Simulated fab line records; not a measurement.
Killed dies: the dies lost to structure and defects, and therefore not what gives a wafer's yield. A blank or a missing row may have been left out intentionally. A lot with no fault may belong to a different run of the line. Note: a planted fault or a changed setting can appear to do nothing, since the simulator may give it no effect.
fab line records	flow nand-harc
[record] lots = 7	wafers = 21	last-day = 24
route steps=1159 shown P_M2@339 P_BONDPAD@351 END@1159
lots that met no fault: taken from a fault-free run of the same line
start-h: the number of hours between the record's first day and the start of the first shown wafer of the lot	wait-h: how many hours have passed since the lot's step before this one	" as in the row above	L1.1+2: one row covering several wafers at once	- no value, or no start was given	* or withheld: withheld	< > ~ a bound
route shown NAME@n: names a module that has steps shown in the file, with the first one's number in the route	usual: mean and standard deviation over wafers with no fault	same: alike in all rows	chamber/n: place in a boat	sites: each site's reading	_std_site: their standard deviation	_edge_site: the outer-site mean with the inner-site mean subtracted	radius-mm: how far each site lies from the wafer's centre	mask NAME#n: copy n	behind: the tool/chamber that last shaped the wafer	hold: cause of the lot's hold/its duration in hours/its outcome	device: names the non-switching transistor (n, p or np)	end of line: the route-end tests of the same wafers	where a step has no rows: the recipe by itself	killed: dies that structure and defects cost at the first sort, which is not the same as the wafer's yield	map: dies across one wafer; x = killed, . = not, _ = none there
set.NAME: the setting the step ran with; set.NAME@STEP: the setting that earlier step ran with	model.NAME: the simulator's own value behind a step, which no gauge read
certain route steps with their lots: each step a table, each wafer a row
services: from which hour (start-h, from the record's first day; less than 0 if before it) a tool's chamber was out of use, for how many hours, and why
[[steps]]
[step NHARC_P_M2_PRE_CLEAN_30]
[recipe] time-s = 30	temp-c = 280	gas = H2/He
[usual] heater-power-w = 413/42	susceptor-temp-C = 280.00/0.17
lot.wafer	tool	chamber	start-h	wait-h	heater-power-w	susceptor-temp-C
L954.2	pvd-sputter-02	-	-	-	353	-
L954.1	"	-	"	"	439	-
L954.5	"	-	"	"	440	-
L958.3	pvd-sputter-02	-	-	-	358	280.28
L958.6	"	-	"	"	414	279.92
L958.5	"	-	"	"	348	280.26
L963.2	pvd-sputter-03	-	-	-	424	-
L963.3	"	-	"	"	423	-
L963.5	"	-	"	"	371	-
L966.3	pvd-sputter-02	-	-	-	357	280.03
L966.4	"	-	"	"	465	280.13
L966.6	"	-	"	"	456	279.67
L967.4	pvd-sputter-03	-	-	-	375	279.80
L967.2	"	-	"	"	422	279.77
L967.5	"	-	"	"	384	280.10
L973.3	pvd-sputter-02	-	-	-	407	279.89
L973.1	"	-	"	"	464	279.82
L973.6	"	-	"	"	407	279.83
L974.1	pvd-sputter-03	-	-	-	375	280.06
L974.3	"	-	"	"	431	280.08
L974.5	"	-	"	"	381	280.01
[step NHARC_P_M2_PVD_20]
[recipe] target-thk-a = 50	bias-v = 168.6	power-w = 15000	chamber-pressure-pa = 0.12	time-s = 8.06	substrate-temp-c = 50	material = TaN
[usual] throttle-valve-pct = 30.2/1.2
lot.wafer	tool	chamber	start-h	wait-h	throttle-valve-pct
L954.2	pvd-sputter-02	-	-	-	29.0
L954.1	"	-	"	"	29.7
L954.5	"	-	"	"	29.3
L958.3	pvd-sputter-02	-	-	-	32.5
L958.5	"	-	"	"	29.7
L958.6	"	-	"	"	32.5
L963.3	pvd-sputter-03	-	-	-	28.1
L963.2	"	-	"	"	30.1
L963.5	"	-	"	"	30.1
L966.3	pvd-sputter-02	-	-	-	31.5
L966.4	"	-	"	"	30.3
L966.6	"	-	"	"	31.8
L967.4	pvd-sputter-03	-	-	-	27.8
L967.2	"	-	"	"	30.4
L967.5	"	-	"	"	30.3
L973.3	pvd-sputter-02	-	-	-	30.1
L973.1	"	-	"	"	28.8
L973.6	"	-	"	"	30.1
L974.3	pvd-sputter-03	-	-	-	30.4
L974.1	"	-	"	"	30.7
L974.5	"	-	"	"	30.0
[step NHARC_P_M2_PVD_21]
[recipe] target-thk-a = 300	chamber-pressure-pa = 5	power-w = 5000	substrate-temp-c = 30	time-s = 20.49	material = Cu
[usual] throttle-valve-pct = 30.2/1.2
lot.wafer	tool	chamber	start-h	wait-h	throttle-valve-pct
L954.1	pvd-sputter-02	-	-	-	29.5
L954.2	"	-	"	"	28.9
L954.5	"	-	"	"	29.2
L958.3	pvd-sputter-02	-	-	-	28.8
L958.5	"	-	"	"	28.9
L958.6	"	-	"	"	29.8
L963.2	pvd-sputter-03	-	-	-	30.5
L963.3	"	-	"	"	29.9
L963.5	"	-	"	"	28.2
L966.3	pvd-sputter-02	-	-	-	28.7
L966.4	"	-	"	"	31.8
L966.6	"	-	"	"	30.1
L967.2	pvd-sputter-03	-	-	-	27.8
L967.4	"	-	"	"	30.0
L967.5	"	-	"	"	28.2
L973.1	pvd-sputter-02	-	-	-	28.8
L973.3	"	-	"	"	31.5
L973.6	"	-	"	"	30.5
L974.1	pvd-sputter-03	-	-	-	27.8
L974.3	"	-	"	"	30.0
L974.5	"	-	"	"	30.0
[step NHARC_P_M2_ECD_22]
[recipe] target-thk-a = 4000	bath-temp-c = 25	material = Cu
[step NHARC_P_M2_ANNEAL_31]
[recipe] temp-c = 225	time-s = 90
[usual] wafer_temp_C_max = 226.0/0.3
lot.wafer	tool	chamber	start-h	wait-h	wafer_temp_C_max
L954.1	rtp-anneal-01	0	142.29	-	225.8
L954.2	"	0	"	"	225.8
L954.5	"	0	"	"	225.6
L958.3	rtp-anneal-01	0	162.20	-	226.0
L958.5	"	0	"	"	225.8
L958.6	"	0	"	"	226.2
L963.2	rtp-anneal-02	0	205.33	0.4	225.8
L963.3	"	0	"	"	226.0
L963.5	"	0	"	"	225.9
L966.3	rtp-anneal-02	0	226.55	-	225.6
L966.4	"	0	"	"	225.8
L966.6	"	0	"	"	225.9
L967.2	rtp-anneal-01	0	227.22	0.4	226.4
L967.4	"	0	"	"	226.0
L967.5	"	0	"	"	226.1
L973.1	rtp-anneal-02	0	257.40	-	226.1
L973.3	"	0	"	"	225.9
L973.6	"	0	"	"	225.6
L974.1	rtp-anneal-01	0	257.75	-	226.1
L974.3	"	0	"	"	226.0
L974.5	"	0	"	"	226.1
[step NHARC_P_M2_CMP_23]
[recipe] t-overpolish-s = 20	target-thk-nm = 144.3
[step NHARC_P_M2_THK_MEAS_24]
[recipe] thk-meas-gauge = xrf
[usual] thk-nm = 144.4/1.6
lot.wafer	tool	chamber	start-h	wait-h	thk-nm
L954.1	film-metro-01	-	142.96	-	144.2
L954.2	"	-	"	"	146.2
L954.5	"	-	"	"	145.1
L958.3	film-metro-02	-	162.76	-	146.2
L958.5	"	-	"	"	142.8
L958.6	"	-	"	"	144.8
L963.2	film-metro-02	-	205.93	-	145.2
L963.3	"	-	"	"	145.9
L963.5	"	-	"	"	145.2
L966.3	film-metro-01	-	227.11	-	146.9
L966.4	"	-	"	"	144.7
L966.6	"	-	"	"	143.8
L967.2	film-metro-02	-	227.98	-	145.7
L967.4	"	-	"	"	145.2
L967.5	"	-	"	"	143.4
L973.1	film-metro-02	-	258.07	-	142.8
L973.3	"	-	"	"	144.8
L973.6	"	-	"	"	143.4
L974.1	film-metro-02	-	258.41	-	143.6
L974.3	"	-	"	"	142.8
L974.5	"	-	"	"	144.8
[step NHARC_P_M2_SRD_25]
[step NHARC_P_M2_INSPECT_27]
[usual] raw-defect-count = 293/100
lot.wafer	tool	chamber	start-h	wait-h	raw-defect-count
L954.1	defect-inspect-02	-	143.12	0.0	664
L954.2	"	-	"	"	364
L954.5	"	-	"	"	448
L958.3	defect-inspect-02	-	162.92	0.0	277
L958.5	"	-	"	"	251
L958.6	"	-	"	"	391
L963.2	defect-inspect-02	-	206.09	0.0	297
L963.3	"	-	"	"	209
L963.5	"	-	"	"	249
L966.3	defect-inspect-01	-	227.27	0.0	249
L966.4	"	-	"	"	362
L966.6	"	-	"	"	302
L967.2	defect-inspect-01	-	228.14	0.0	281
L967.4	"	-	"	"	427
L967.5	"	-	"	"	315
L973.1	defect-inspect-01	-	258.22	0.0	282
L973.3	"	-	"	"	312
L973.6	"	-	"	"	235
L974.1	defect-inspect-02	-	258.57	0.0	257
L974.3	"	-	"	"	384
L974.5	"	-	"	"	193
[step NHARC_P_M2_PRE_CLEAN_32]
[recipe] time-s = 12	temp-c = 370	rf-power-w = 300	gas = NH3
[step NHARC_P_M2_DEP_33]
[recipe] target-thk-a = 300	temp-c = 370	target-thk-nm = 30	pressure-torr = 3	flow-sccm = 200	rf-w = 450	material = SiCN
[usual] heater-power-w = 610/79	susceptor-temp-C = 370.00/0.25
lot.wafer	tool	chamber	start-h	wait-h	heater-power-w	susceptor-temp-C
L954.2	pecvd-02	2	143.41	0.1	761	369.59
L954.1	"	0	"	"	603	369.47
L954.5	"	1	"	"	588	370.08
L958.3	pecvd-04	1	163.35	0.1	663	370.40
L958.6	"	2	"	"	590	370.02
L958.5	"	1	"	"	676	370.22
L963.2	pecvd-02	0	206.28	0.1	682	370.42
L963.3	"	1	"	"	622	369.73
L963.5	"	2	"	"	702	369.64
L966.3	pecvd-02	1	227.46	0.1	522	369.53
L966.6	"	0	"	"	680	370.12
L966.4	"	2	"	"	725	369.94
L967.2	pecvd-04	2	228.37	0.1	504	369.84
L967.4	"	1	"	"	771	370.14
L967.5	"	2	"	"	496	370.04
L973.1	pecvd-04	0	258.41	0.1	531	369.93
L973.3	"	2	"	"	516	370.10
L973.6	"	0	"	"	525	369.82
L974.3	pecvd-02	2	259.44	0.1	712	369.89
L974.1	"	0	"	"	582	370.26
L974.5	"	1	"	"	614	369.47
[step NHARC_P_BONDPAD_DEP_00]
[recipe] target-thk-a = 2500	temp-c = 370	target-thk-nm = 250	pressure-torr = 3	flow-sccm = 200	rf-w = 450	material = SiCN
[usual] heater-power-w = 606/68	susceptor-temp-C = 369.99/0.19
lot.wafer	tool	chamber	start-h	wait-h	heater-power-w	susceptor-temp-C
L954.1	pecvd-04	2	143.86	-	516	369.39
L954.2	"	0	"	"	567	370.25
L954.5	"	0	"	"	554	370.11
L958.3	pecvd-04	1	163.75	-	656	369.98
L958.5	"	2	"	"	547	369.66
L958.6	"	0	"	"	651	370.21
L963.3	pecvd-02	1	206.63	-	606	370.12
L963.2	"	0	"	"	647	369.36
L963.5	"	1	"	"	623	369.94
L963.3	pecvd-02	1	207.20	-	627	370.31
L963.2	"	0	"	"	637	369.76
L963.5	"	1	"	"	608	370.26
L966.3	pecvd-04	1	227.90	-	676	369.88
L966.6	"	0	"	"	604	370.09
L966.4	"	1	"	"	680	370.15
L966.3	pecvd-04	1	228.58	-	686	369.82
L966.6	"	0	"	"	608	369.82
L966.4	"	1	"	"	684	370.31
L967.2	pecvd-03	0	228.72	-	675	369.93
L967.4	"	1	"	"	634	370.05
L967.5	"	2	"	"	578	369.82
L967.2	pecvd-03	0	229.74	-	656	370.19
L967.4	"	1	"	"	631	369.84
L967.5	"	2	"	"	572	370.08
L973.1	pecvd-04	0	259.21	0.7	515	370.53
L973.3	"	2	"	"	495	369.62
L973.6	"	2	"	"	527	369.74
L974.1	pecvd-02	0	259.88	-	686	370.08
L974.3	"	1	"	"	614	370.15
L974.5	"	1	"	"	626	369.96
[step NHARC_P_BONDPAD_CMP_32]
[recipe] target-thk-nm = 200	material = SiCN
[step NHARC_P_BONDPAD_THK_MEAS_33]
[recipe] thk-meas-gauge = ellipsometry
[usual] thk-nm = 199.6/1.7
lot.wafer	tool	chamber	start-h	wait-h	thk-nm
L954.1	film-metro-02	-	144.48	0.2	196.6
L954.2	"	-	"	"	199.9
L954.5	"	-	"	"	199.2
L958.3	film-metro-02	-	164.33	0.2	202.7
L958.5	"	-	"	"	199.6
L958.6	"	-	"	"	202.2
L963.2	film-metro-02	-	207.95	0.2	190.4
L963.3	"	-	"	"	210.4
L963.5	"	-	"	"	208.8
L966.3	film-metro-02	-	229.53	0.2	185.0
L966.4	"	-	"	"	190.6
L966.6	"	-	"	"	200.1
L967.2	film-metro-01	-	230.51	0.2	185.7
L967.4	"	-	"	"	199.1
L967.5	"	-	"	"	183.7
L973.1	film-metro-01	-	260.01	0.2	200.2
L973.3	"	-	"	"	198.4
L973.6	"	-	"	"	198.9
L974.1	film-metro-02	-	260.50	0.2	198.5
L974.3	"	-	"	"	198.8
L974.5	"	-	"	"	199.2
[step NHARC_P_BONDPAD_SRD_34]
[step NHARC_END_SORT_01]
[recipe] temp-c = 25
[usual] defect-limited-yield = 95.7/1.5	killed-at-array = 25/10	killed-at-other = 0.6/0.91	killed-at-periphery = 3.6/2.9	killed-dies = 29/10	killed-open = 3.3/2	killed-short = 1.9/1.5	sort_bin_2_pct = 1.3/0.61	sort_bin_3_pct = 0.26/0.19	sort_bin_4_pct = 2.7/1	sort-n-pass = 648/10	sort-rim-yield-pct = 94/3.2	sort-yield-pct = 95.7/1.5
[same] gross-dies = 677	sort_bin_5_pct[%] = 0	sort_bin_6_pct[%] = 0	sort_bin_7_pct[%] = 0	sort_bin_8_pct[%] = 0	sort-rim-n-gross = 106.00
lot.wafer	tool	chamber	start-h	wait-h	defect-limited-yield[%]	killed-at-array	killed-at-other	killed-at-periphery	killed-dies	killed-open	killed-short	sort_bin_2_pct[%]	sort_bin_3_pct[%]	sort_bin_4_pct[%]	sort-n-pass	sort-rim-yield-pct[%]	sort-yield-pct[%]
L967.2	prober-01	0	533.15	2.8	94.2	21	0	18	39	3	1	1.8	0.15	3.8	638	92	94.2
// killed by level:class
L967.2 P_ZERO_WELL:chamber-film-flake=14 A_CHANNEL_HOLE_D1:chamber-film-flake=5 A_STAIRCASE:chamber-film-flake=5 A_CONTACT:chamber-film-flake=5 P_M2:chamber-film-flake=3 A_ZERO_WELL:chamber-film-flake=2 P_CONTACT:geometric-particle:open=1 A_SOURCE_PLATE:geometric-particle:open=1
[[services]]
tool	chamber	start-h	hours	kind
pvd-sputter-02	-	143.62	3.0	repair
pecvd-03	0	151.72	2.3	repair
pecvd-02	-	153.00	13.0	pm
pecvd-02	0	153.00	13.0	vent-cycle
pecvd-02	1	153.00	13.0	vent-cycle
pecvd-02	2	153.00	13.0	vent-cycle
pvd-sputter-03	-	160.72	0.7	repair
pvd-sputter-03	-	163.43	1.7	repair
pecvd-02	0	166.00	-	clean
pecvd-02	1	166.00	-	clean
pecvd-04	-	195.00	13.0	pm
pecvd-04	0	195.00	13.0	vent-cycle
pecvd-04	1	195.00	13.0	vent-cycle
pecvd-04	2	195.00	13.0	vent-cycle
pecvd-04	0	208.00	-	clean
pecvd-04	1	208.00	-	clean
pecvd-04	2	208.00	-	clean
pvd-sputter-02	-	214.00	10.0	pm
pvd-sputter-03	-	234.53	9.4	repair
pecvd-03	-	236.09	0.7	repair
pecvd-03	1	238.70	23.4	repair
pecvd-04	2	246.76	4.9	repair
pecvd-04	1	251.20	27.9	repair
pecvd-02	-	251.24	3.0	repair
[[key]]
[first-sign] step = NHARC_P_BONDPAD_DEP_00	reading = visit	direction = added
[effect] step = NHARC_P_BONDPAD_THK_MEAS_33	reading = thk-nm	direction = down	sigmas = 2.7	usual = 199.6	struck = 194.9	wafers-moved = 7
met-at NHARC_P_BONDPAD_DEP_00
struck-wafers L963.2,L963.3,L963.5,L966.3,L966.4,L966.6,L967.2,L967.4,L967.5
[fault] kind = repeated-step-whole	tool = pecvd-02,pecvd-03,pecvd-04	chamber = -	onset-h = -	steps = NHARC_P_BONDPAD_DEP_00	times = 1	scope = struck-lots-only
